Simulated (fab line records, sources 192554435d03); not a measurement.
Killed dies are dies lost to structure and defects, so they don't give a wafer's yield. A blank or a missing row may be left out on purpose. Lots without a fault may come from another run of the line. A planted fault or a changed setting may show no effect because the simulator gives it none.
Split-lot experiment | flow n5_finfet | 7 lots, 39 wafers read, on a route of 1938 steps

THE SPLIT
At N5_BEOL_M4_ILD_DEP_00 (deposits SiOC from DEMS/O2, target thk 79 nm, time 15.3 s), the setting target_thk_a was moved away from the recipe's 790 angstrom on 18 of the 39 wafers read, by -54.8% to +56.8%. The other wafers ran this setting at the recipe's value.

The file shows no step between the split and the reading.

THE READING
M4_ILD_THK, in nm, at N5_BEOL_M4_THK_MEAS_01. Fault-free wafers of this fab line usually give 78.8 nm, standard deviation 0.99 nm.

wafer  | tool, chamber at the split | target_thk_a as run, angstrom | against the recipe | M4_ILD_THK, nm | against lot-mates on the recipe
L075.1 | pecvd-01, 0                | 656.8                         | -16.9%             | 64.2           | -14.7
L075.2 | pecvd-01, 1,2              | 790                           | recipe             | 78.4           | -
L075.3 | pecvd-01, 1,2              | 790                           | recipe             | 78.3           | -
L075.4 | pecvd-01, 2                | 790                           | recipe             | 79.9           | -
L075.5 | pecvd-01, 0,1              | 656.8                         | -16.9%             | 65.4           | -13.5
L075.6 | pecvd-01, 0,1              | 656.8                         | -16.9%             | 65.4           | -13.5
L076.2 | pecvd-04, 0                | 790                           | recipe             | 78.1           | -
L076.4 | pecvd-04, 0,2              | 790                           | recipe             | 79.6           | -
L076.6 | pecvd-04, 0,2              | 790                           | recipe             | 79.5           | -
L083.1 | pecvd-01, 2                | 790                           | recipe             | 78.6           | -
L083.2 | pecvd-01, 1                | 790                           | recipe             | 78.6           | -
L083.3 | pecvd-01, 0                | 790                           | recipe             | 77.8           | -
L083.4 | pecvd-01, 2,1              | 631                           | -20.1%             | 63.4           | -14.9
L083.5 | pecvd-01, 2,1              | 631                           | -20.1%             | 63.4           | -14.9
L083.6 | pecvd-01, 0                | 631                           | -20.1%             | 64.3           | -14.0
L087.1 | pecvd-01, 1                | 790                           | recipe             | 78.5           | -
L087.2 | pecvd-01, 0                | 357.1                         | -54.8%             | 36.5           | -42.7
L087.3 | pecvd-01, 2                | 790                           | recipe             | 79.3           | -
L087.4 | pecvd-01, 1                | 357.1                         | -54.8%             | 35.2           | -44.0
L087.5 | pecvd-01, 0                | 357.1                         | -54.8%             | 36.3           | -42.9
L087.6 | pecvd-01, 2                | 790                           | recipe             | 79.9           | -
L086.1 | pecvd-02, 0                | 480.5                         | -39.2%             | 46.7           | -32.6
L086.2 | pecvd-02, 2                | 790                           | recipe             | 79.3           | -
L086.3 | pecvd-02, 1                | 790                           | recipe             | 78.9           | -
L086.4 | pecvd-02, 0,1              | 480.5                         | -39.2%             | 48.0           | -31.3
L086.5 | pecvd-02, 2                | 790                           | recipe             | 79.6           | -
L086.6 | pecvd-02, 0,1              | 480.5                         | -39.2%             | 48.1           | -31.2
L088.1 | pecvd-01, 0                | 790                           | recipe             | 78.4           | -
L088.2 | pecvd-01, 1                | 1051                          | +33.0%             | 103.5          | +24.7
L088.3 | pecvd-01, 1                | 790                           | recipe             | 79.3           | -
L088.4 | pecvd-01, 0                | 1051                          | +33.0%             | 105.4          | +26.6
L088.5 | pecvd-01, 0                | 1051                          | +33.0%             | 105.2          | +26.4
L088.6 | pecvd-01, 1                | 790                           | recipe             | 78.6           | -
L097.1 | pecvd-02, 2,0              | 790                           | recipe             | 78.3           | -
L097.2 | pecvd-02, 2,0              | 790                           | recipe             | 78.3           | -
L097.3 | pecvd-02, 1                | 1239                          | +56.8%             | 122.4          | +43.5
L097.4 | pecvd-02, 0                | 1239                          | +56.8%             | 125.3          | +46.4
L097.5 | pecvd-02, 1                | 1239                          | +56.8%             | 123.8          | +44.9
L097.6 | pecvd-02, 2                | 790                           | recipe             | 80.1           | -
Where a row lists several chambers, the file gives one row for several wafers and doesn't say which wafer went through which chamber.

THE FIT
A straight line over all 39 wafers: M4_ILD_THK changes by +0.788 nm for each +1% of target_thk_a; r = +1.00; the points scatter about the line by 0.78 nm.
The same after taking each lot's own level away (the mean of its wafers on the recipe; 39 wafers): +0.791 nm for each +1%; r = +1.00; scatter 0.82 nm.
On that fit, the largest move of target_thk_a shifts the reading by 45 nm.
The lots' own levels span 78.33 to 79.27 nm, that is 0.9 times the standard deviation above.
So the lot-to-lot level changes the slope little: the two slopes agree.
Check: with one of the wafers moved furthest among these (+56.8%) left out of the fit, the line predicts +45.2 nm for it against its lot-mates. It came out at +43.5 nm against them.

OTHER SPLITS ON THESE WAFERS
These wafers also went through other splits before the reading. Each is held against what the fit with the lots' levels taken away leaves over:
other split on the same wafers         | wafers away from the commonest value | r with M4_ILD_THK (lot level and that fit taken away)
N5_FIN_SAQP_HM_DEP_03 time_s           | 12                                   | -0.16
N5_MOL_CONTACT_COAG_ALD_133 ald_cycles | 18                                   | -0.03

THE WHOLE CHAIN: every reading that the file lists as answering this split, in the file's order
step                   | what it does                                              | reading                                                                            | change (the file's fit)               | r (the file's)
N5_BEOL_M4_ILD_DEP_00  | deposits SiOC from DEMS/O2, target thk 79 nm, time 15.3 s | SiOC_of_BEOL_M4_ILD_DEP_00.thk_nm (the simulator's own value, which no gauge read) | +0.791 nm for each +1% of the setting | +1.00
N5_BEOL_M4_THK_MEAS_01 |                                                           | M4_ILD_THK                                                                         | +0.791 for each +1% of the setting    | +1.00

THE FILE'S OWN FIT
M4_ILD_THK changes by +0.791 nm for each +1% of target_thk_a, r = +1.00.
